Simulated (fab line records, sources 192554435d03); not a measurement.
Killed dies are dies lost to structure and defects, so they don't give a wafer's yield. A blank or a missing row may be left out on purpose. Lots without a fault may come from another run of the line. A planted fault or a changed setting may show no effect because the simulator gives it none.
fab line records | flow n5_finfet
record lots=7 wafers=39
route steps=1938 shown FIN_SAQP@100 SD_EPI_P@321
start_h: hours from the record's first day to the start of the lot's first wafer shown | wait_h: hours since the lot's step before | " the same as in the row above | L1.1+2: a row that stands for several wafers | - no value, or no start given | * or withheld: withheld | < > ~ a bound
route shown NAME@n: a module of which the file shows steps, and the number in the route of the first | usual: mean/standard deviation of fault-free wafers | same: alike in all rows | chamber/n: place in a boat | sites: the reading at each site | _std_site: their standard deviation | _edge_site: outer sites' mean less inner sites' | radius_mm: how far each site lies from the wafer's centre | mask NAME#n: copy n | behind: the tool/chamber that last shaped the wafer | hold: why the lot was held/for how many hours/how that ended | device: the transistor (n, p or np) that didn't switch | end of line: the same wafers' tests at the end of the route | a step without rows: its recipe alone | killed: dies lost to structure and defects at the first sort, not the wafer's yield | map: a wafer's dies, x killed, . not, _ none there
set.NAME: the setting as run; set.NAME@STEP: as run at that earlier step | model.NAME: the simulator's own value behind a step, which no gauge read
lots whose settings were changed on purpose; a table a step, a row a wafer
## steps
# step N5_FIN_SAQP_PECVD_06
# recipe material=a-Si target_thk_a=600 temp_c=400 precursor=SiH4/He pressure_torr=3 rf_w=100 time_s=48.1
# columns lot.wafer tool chamber start_h wait_h set.time_s model.a-Si_of_FIN_SAQP_PECVD_06.thk_nm
L074.1 pecvd-04 0 21.97 0.0 48.1 60.3
L074.2 " 2 " " 30.75 38.92
L074.3 " 1 " " 30.75 39.34
L074.4 " 1 " " 48.1 61.07
L074.5 " 2 " " 30.75 40.4
L074.6 " 0 " " 48.1 61.1
L076.1 pecvd-04 1 32.93 0.0 48.1 60.78
L076.2+4 " 2,1 " " 48.1 60.69
L076.3 " 0 " " 48.1 60.19
L076.5 " 2 " " 48.1 62.56
L076.6 " 0 " " 48.1 61.33
L077.1 pecvd-03 1 38.80 0.0 48.1 58.39
L077.2 " 0 " " 66.99 82.62
L077.3 " 0 " " 66.99 84.01
L077.4 " 1 " " 48.1 59.49
L077.5 " 0 " " 66.99 83.45
L077.6 " 1 " " 48.1 59.26
L090.1 pecvd-04 1 117.11 0.0 19.3 22.57
L090.2 " 0 " " 48.1 58.69
L090.3 " 2 " " 19.3 23.59
L090.4 " 1 " " 48.1 60.81
L090.5 " 0 " " 19.3 23.06
L090.6 " 2 " " 48.1 60.33
L091.1 pecvd-03 2 123.35 0.0 48.1 59.88
L091.2 " 0 " " 48.1 58.88
L091.4 " 2 " " 48.1 61.29
L092.1 pecvd-02 1 129.02 0.0 71.98 88.55
L092.2 " 0 " " 48.1 59.63
L092.3 " 2 " " 48.1 59.7
L092.4 " 1 " " 71.98 89.99
L092.5 " 2 " " 48.1 61.2
L092.6 " 0 " " 71.98 90.96
L096.1 pecvd-03 1 155.14 0.0 63.92 79.6
L096.2 " 2 " " 48.1 60.34
L096.3 " 0 " " 63.92 79.73
L096.4 " 0 " " 48.1 60.96
L096.5 " 1 " " 63.92 81.41
L096.6 " 2 " " 48.1 61.43
# step N5_FIN_SAQP_THK_MEAS_07
# usual thk_nm=60.2/0.97
# columns lot.wafer tool chamber start_h wait_h set.time_s@FIN_SAQP_PECVD_06 thk_nm
L074.1 film_metro-02 - 22.06 0.1 48.1 60.3
L074.2 " - " " 30.75 38.9
L074.3 " - " " 30.75 39.4
L074.4 " - " " 48.1 61.1
L074.5 " - " " 30.75 40.4
L074.6 " - " " 48.1 61.1
L076.1 film_metro-02 - 33.02 0.1 48.1 60.8
L076.2 " - " " 48.1 60.7
L076.3 " - " " 48.1 60.2
L076.4 " - " " 48.1 60.7
L076.5 " - " " 48.1 62.6
L076.6 " - " " 48.1 61.3
L077.1 film_metro-01 - 38.92 0.1 48.1 58.3
L077.2 " - " " 66.99 82.6
L077.3 " - " " 66.99 84.0
L077.4 " - " " 48.1 59.4
L077.5 " - " " 66.99 83.4
L077.6 " - " " 48.1 59.3
L090.1 film_metro-02 - 117.20 0.1 19.3 22.6
L090.2 " - " " 48.1 58.7
L090.3 " - " " 19.3 23.6
L090.4 " - " " 48.1 60.9
L090.5 " - " " 19.3 23.1
L090.6 " - " " 48.1 60.3
L091.1 film_metro-01 - 123.46 0.1 48.1 59.9
L091.2 " - " " 48.1 58.9
L091.4 " - " " 48.1 61.3
L092.1 film_metro-02 - 129.11 0.1 71.98 88.6
L092.2 " - " " 48.1 59.6
L092.3 " - " " 48.1 59.7
L092.4 " - " " 71.98 90.0
L092.5 " - " " 48.1 61.2
L092.6 " - " " 71.98 90.9
L096.1 film_metro-02 - 155.23 0.1 63.92 79.5
L096.2 " - " " 48.1 60.3
L096.3 " - " " 63.92 79.8
L096.4 " - " " 48.1 61.0
L096.5 " - " " 63.92 81.4
L096.6 " - " " 48.1 61.5
# step N5_FIN_SAQP_HM_DEP_72
# recipe material=SiO2 target_thk_a=120 temp_c=400 precursor=SiH4/N2O pressure_torr=0.75 rf_w=275 time_s=7.2
# step N5_FIN_SAQP_COAT_49
# recipe resist=SOC temp_c=250 time_s=60 spin_rpm=1500 resist_thk_nm=100
# step N5_FIN_SAQP_HM_OPEN_73
# recipe chemistry=CHF3/O2 target=SiO2 stop_on=a-Si target_depth_a=120 over_etch_frac=1.8 mask_material=SOC time_s=16.8 pressure_mtorr=30 source_w=650 bias_w=170 Ar_flow_sccm=200 CHF3_flow_sccm=50 O2_flow_sccm=5 ion_energy_ev=200 ends=end_point
# step N5_FIN_SAQP_STRIP_74
# recipe chemistry=CHF3/O2 resist=SiARC rf_frequency_hz=6e+07
# step N5_FIN_SAQP_MANDREL_ETCH_22
# recipe target_depth_a=600 chemistry=HBr/Cl2 target=a-Si stop_on=SiNx bt_time_s=10 over_etch_frac=0.5 time_s=30 pressure_mtorr=10 icp_w=800 bias_w=75 HBr_flow_sccm=150 Cl2_flow_sccm=80 ends=end_point
# usual oes_product_au=0.770/0.015
# columns lot.wafer tool chamber start_h wait_h set.time_s@FIN_SAQP_PECVD_06 oes_product_au model.etch.depth_nm
L074.1 rie_si-05 1 23.17 0.0 48.1 0.753 60.28
L074.2 " 0 " " 30.75 0.604 38.89
L074.3 " 3 " " 30.75 0.598 39.34
L074.4 " 2 " " 48.1 0.782 61.05
L074.5 " 2 " " 30.75 0.635 40.37
L074.6 " 3 " " 48.1 0.758 61.1
L076.1 rie_si-05 2 34.14 0.0 48.1 0.782 60.78
L076.2 " 3 " " 48.1 0.760 60.64
L076.3 " 1 " " 48.1 0.757 60.19
L076.4 " 0 " " 48.1 0.765 60.68
L076.5 " 2 " " 48.1 0.796 62.55
L076.6 " 1 " " 48.1 0.765 61.27
L077.1 rie_si-01 0 39.68 0.0 48.1 0.736 58.39
L077.2 " 1 " " 66.99 0.977 82.55
L077.3 " 3 " " 66.99 0.983 84.01
L077.4 " 2 " " 48.1 0.755 59.48
L077.5 " 1 " " 66.99 0.988 83.44
L077.6 " 0 " " 48.1 0.746 59.26
L090.1 rie_si-01 1 117.94 0.0 19.3 0.498 22.57
L090.2 " 3 " " 48.1 0.788 58.68
L090.3 " 0 " " 19.3 0.473 23.57
L090.4 " 2 " " 48.1 0.767 60.7
L090.5 " 0 " " 19.3 0.470 22.95
L090.6 " 3 " " 48.1 0.790 60.31
L091.1 rie_si-04 0 124.71 0.0 48.1 0.780 59.87
L091.2 " 1 " " 48.1 0.758 58.88
L091.4 " 2 " " 48.1 0.775 61.29
L092.1 rie_si-04 3 129.98 0.0 71.98 0.965 88.18
L092.2 " 0 " " 48.1 0.765 59.52
L092.3 " 2 " " 48.1 0.764 59.69
L092.4 " 1 " " 71.98 0.997 89.99
L092.5 " 3 " " 48.1 0.773 61.2
L092.6 " 2 " " 71.98 1.005 90.95
L096.1 rie_si-05 1 155.97 0.0 63.92 0.902 79.58
L096.2 " 2 " " 48.1 0.778 60.34
L096.3 " 0 " " 63.92 0.911 79.73
L096.4 " 3 " " 48.1 0.765 60.96
L096.5 " 3 " " 63.92 0.935 81.4
L096.6 " 2 " " 48.1 0.793 61.43
# step N5_FIN_SAQP_STRIP_55
# recipe chemistry=N2/H2 power_w=500 temp_c=40 pressure_mtorr=50 rf_frequency_hz=6e+07 overash_fraction=0.3 bias_power_w=28 h2_frac=0.5 n2_flow_sccm=300 h2_flow_sccm=300
# step N5_FIN_SAQP_STRIP_23
# recipe chemistry=SPM time_s=750 temp_c=130 h2so4_h2o2_vol_ratio=4
# step N5_FIN_SAQP_SRD_66
# recipe dry=ipa_marangoni time_s=30 temp_c=23 rinse_liquid=diw
# step N5_FIN_SAQP_RECESS_75
# recipe chemistry=HF/NH3 target=SiO2 target_depth_a=144 afs_cycles=3 temp_c=30 sublimation_temp_c=180 sublimation_time_s=60
# step N5_FIN_SAQP_SPACER1_ALD_24
# recipe material=SiO2 target_thk_a=203 temp_c=300 ald_precursor_family=BDEAS ald_co_reactant=O2-plasma pulse_time_s=1 purge_time_s=2 co_reactant_purge_time_s=2 ald_cycles=218 pressure_torr=2
# columns lot.wafer tool chamber start_h wait_h set.time_s@FIN_SAQP_PECVD_06 model.a-Si_of_FIN_SAQP_PECVD_06.thk_nm
L074.1 ald_sin-01 0 24.22 0.3 48.1 60
L074.2 " 1 " " 30.75 38.8
L074.3 " 3 " " 30.75 39.2
L074.4 " 2 " " 48.1 60.8
L074.5 " 1 " " 30.75 40.2
L074.6 " 2 " " 48.1 61
L076.1 ald_sin-03 0 34.95 0.3 48.1 60.6
L076.2+4 " 3,2 " " 48.1 60.4
L076.3 " 1 " " 48.1 60
L076.5 " 2 " " 48.1 62.4
L076.6 " 3 " " 48.1 61
L077.1 ald_sin-03 2 40.50 0.3 48.1 58.2
L077.2 " 1 " " 66.99 82.4
L077.3 " 0 " " 66.99 83.8
L077.4 " 3 " " 48.1 59.2
L077.5 " 2 " " 66.99 83.2
L077.6 " 3 " " 48.1 59
L090.1 ald_sin-03 3 118.83 0.3 19.3 22.4
L090.2 " 0 " " 48.1 58.6
L090.3 " 2 " " 19.3 23.4
L090.4 " 1 " " 48.1 60.6
L090.5 " 3 " " 19.3 22.8
L090.6 " 0 " " 48.1 60.2
L091.1 ald_sin-01 0 125.65 0.3 48.1 59.6
L091.2 " 1 " " 48.1 58.8
L091.4 " 2 " " 48.1 61.2
L092.1 ald_sin-02 1 130.79 0.3 71.98 88.4
L092.2 " 0 " " 48.1 59.4
L092.3 " 3 " " 48.1 59.6
L092.4 " 2 " " 71.98 89.8
L092.5 " 2 " " 48.1 61
L092.6 " 1 " " 71.98 90.8
L096.1 ald_sin-02 0 156.78 0.3 63.92 79.4
L096.2 " 2 " " 48.1 60.2
L096.3 " 1 " " 63.92 79.6
L096.4 " 3 " " 48.1 60.8
L096.5 " 0 " " 63.92 81.2
L096.6 " 1 " " 48.1 61.2
# step N5_SD_EPI_P_EPI_21
# recipe material=SiGe:B dopant=B temp_c=550 pressure_torr=20 ambient=H2 time_s=355
# columns lot.wafer tool chamber start_h wait_h set.time_s model.SiGe-B_of_SD_EPI_P_EPI_21.thk_nm
L074.1+5 epi_rpcvd-01 0 58.29 0.1 298.6 54.4
L074.2 " 0 " " 355 60.6
L074.3 " 0 " " 355 61.2
L074.4 " 0 " " 355 61.8
L074.6 " 0 " " 298.6 54.6
L076.1+2 epi_rpcvd-01 0 67.56 0.1 355 60.8
L076.3+5 " 0 " " 355 60.6
L076.4 " 0 " " 355 59.8
L076.6 " 0 " " 355 61.2
L077.1+6 epi_rpcvd-01 0 73.39 0.1 355 61
L077.2+5 " 0 " " 355 60.6
L077.3 " 0 " " 355 61.4
L077.4 " 0 " " 355 61.2
L090.1 epi_rpcvd-01 0 151.18 0.1 465.3 74
L090.2 " 0 " " 355 61.4
L090.3 " 0 " " 465.3 74.2
L090.4 " 0 " " 355 61.6
L090.5 " 0 " " 355 62.4
L090.6 " 0 " " 465.3 74.4
L091.1 epi_rpcvd-03 0 158.98 0.1 355 62.4
L091.2 " 0 " " 355 61.6
L091.4 " 0 " " 355 62
L092.1 epi_rpcvd-02 0 161.76 0.1 355 59.4
L092.2 " 0 " " 355 60.6
L092.3+4+5 " 0 " " 195.8 36
L092.6 " 0 163.56 1.8 355 60.2
L096.1 epi_rpcvd-03 0 188.10 0.1 355 61.2
L096.2+3 " 0 " " 448.3 71.2
L096.4 " 0 " " 355 61
L096.5 " 0 " " 355 60.2
L096.6 " 0 " " 448.3 71.4
# step N5_SD_EPI_P_EPI_MEAS_23
# recipe mode=xrd
# usual thk_nm=60.7/1.2
# columns lot.wafer tool chamber start_h wait_h set.time_s@SD_EPI_P_EPI_21 thk_nm
L074.1 film_metro-01 - 60.48 1.9 298.6 54.1
L074.2 " - " " 355 60.8
L074.3 " - " " 355 58.9
L074.4 " - " " 355 62.0
L074.5 " - " " 298.6 54.5
L074.6 " - " " 298.6 54.3
L076.1 film_metro-02 - 69.76 1.8 355 60.2
L076.2 " - " " 355 62.4
L076.3 " - " " 355 58.3
L076.4 " - " " 355 59.9
L076.5 " - " " 355 60.5
L076.6 " - " " 355 60.6
L077.1 film_metro-02 - 75.59 1.8 355 61.6
L077.2 " - " " 355 59.7
L077.3 " - " " 355 59.9
L077.4 " - " " 355 60.8
L077.5 " - " " 355 59.5
L077.6 " - " " 355 61.5
L090.1 film_metro-01 - 153.37 1.8 465.3 72.9
L090.2 " - " " 355 61.6
L090.3 " - " " 465.3 73.6
L090.4 " - " " 355 61.3
L090.5 " - " " 355 62.2
L090.6 " - " " 465.3 72.7
L091.1 film_metro-02 - 161.17 1.8 355 62.9
L091.2 " - " " 355 62.7
L091.4 " - " " 355 61.9
L092.1 film_metro-02 - 163.96 1.8 355 61.3
L092.2 " - " " 355 60.4
L092.3 " - " " 195.8 36.2
L092.4 " - " " 195.8 35.6
L092.5 " - " " 195.8 36.6
L092.6 " - " " 355 59.3
L096.1 film_metro-01 - 190.30 1.8 355 62.1
L096.2 " - " " 448.3 70.9
L096.3 " - " " 448.3 71.0
L096.4 " - " " 355 62.1
L096.5 " - " " 355 60.8
L096.6 " - " " 448.3 71.0
## key
split step=N5_FIN_SAQP_PECVD_06 setting=time_s stated=48.1 by=wafer
response step=N5_FIN_SAQP_PECVD_06 reading=model.a-Si_of_FIN_SAQP_PECVD_06.thk_nm change=+0.605 per=1% r=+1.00
response step=N5_FIN_SAQP_THK_MEAS_07 reading=thk_nm change=* per=1% r=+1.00
response step=N5_FIN_SAQP_MANDREL_ETCH_22 reading=oes_product_au change=+0.00485 per=1% r=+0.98
response step=N5_FIN_SAQP_MANDREL_ETCH_22 reading=model.etch.depth_nm change=+0.605 per=1% r=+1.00
response step=N5_FIN_SAQP_SPACER1_ALD_24 reading=model.a-Si_of_FIN_SAQP_PECVD_06.thk_nm change=+0.606 per=1% r=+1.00
split step=N5_SD_EPI_P_EPI_21 setting=time_s stated=355 by=wafer
response step=N5_SD_EPI_P_EPI_21 reading=model.SiGe-B_of_SD_EPI_P_EPI_21.thk_nm change=+0.471 per=1% r=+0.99
response step=N5_SD_EPI_P_EPI_MEAS_23 reading=thk_nm change=* per=1% r=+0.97
